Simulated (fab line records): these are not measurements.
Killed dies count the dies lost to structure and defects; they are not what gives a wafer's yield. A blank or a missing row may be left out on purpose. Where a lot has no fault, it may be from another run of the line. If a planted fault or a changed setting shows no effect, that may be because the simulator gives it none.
Matching of chambers	flow n5Finfet	4 sister chambers for N5_SPACER0_ALD_07 on aldSin-01
The step deposits SiNx, target thk 2 nm. 8 wafers are shown with their chamber, then 12 later ones without.

WAFERS PAIRED WITH THEIR CHAMBERS
wafer	chamber	heaterPowerW (W)	chamberPressureTorr (Torr)
L081.3	1	757	2.001
L083.2	2	953	2.010
L086.2	0	823	2.003
L086.4	3	959	1.999
L086.5	3	956	2.007
L087.1	1	768	1.992
L087.4	2	983	2.000
L087.5	0	838	1.993

WAFERS WITH NO CHAMBER GIVEN
wafer	heaterPowerW (W)	chamberPressureTorr (Torr)
L089.1	992	2.002
L089.4	824	1.996
L089.6	838	2.000
L090.2	945	2.007
L090.4	971	1.996
L090.5	964	1.997
L092.4	941	1.990
L092.5	776	1.994
L092.6	994	1.997
L093.1	973	2.000
L093.2	976	2.006
L093.6	991	1.999

CHAMBER TAKEN BY EACH
wafer	from the rows above	in truth
L089.1	can't be placed: 2 or 3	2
L089.4	0	0
L089.6	0	0
L090.2	can't be placed: 3 or 2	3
L090.4	can't be placed: 2 or 3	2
L090.5	can't be placed: 3 or 2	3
L092.4	can't be placed: 3 or 2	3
L092.5	1	1
L092.6	can't be placed: 2 or 3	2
L093.1	can't be placed: 2 or 3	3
L093.2	can't be placed: 2 or 3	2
L093.6	can't be placed: 2 or 3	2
Correct placement for 3 of the 12. Unplaceable from these rows: 9, with the true chamber sitting among the candidates in 9. 0 placed wrongly.
How it was worked out, from the rows above alone: a wafer's distance from a chamber is the root of the sum, over the readings, of the square of ((its reading less the chamber's mean) divided by the reading's scatter). If the next closest chamber is less than 2 further off than the closest, the wafer can't be placed; otherwise it belongs to the closest. For every chamber, the mean is computed from those of its wafers that are shown. The scatter: take each reading less its chamber's mean, square it, sum over the shown wafers, divide by the number of wafers less the number of chambers, and take the root.
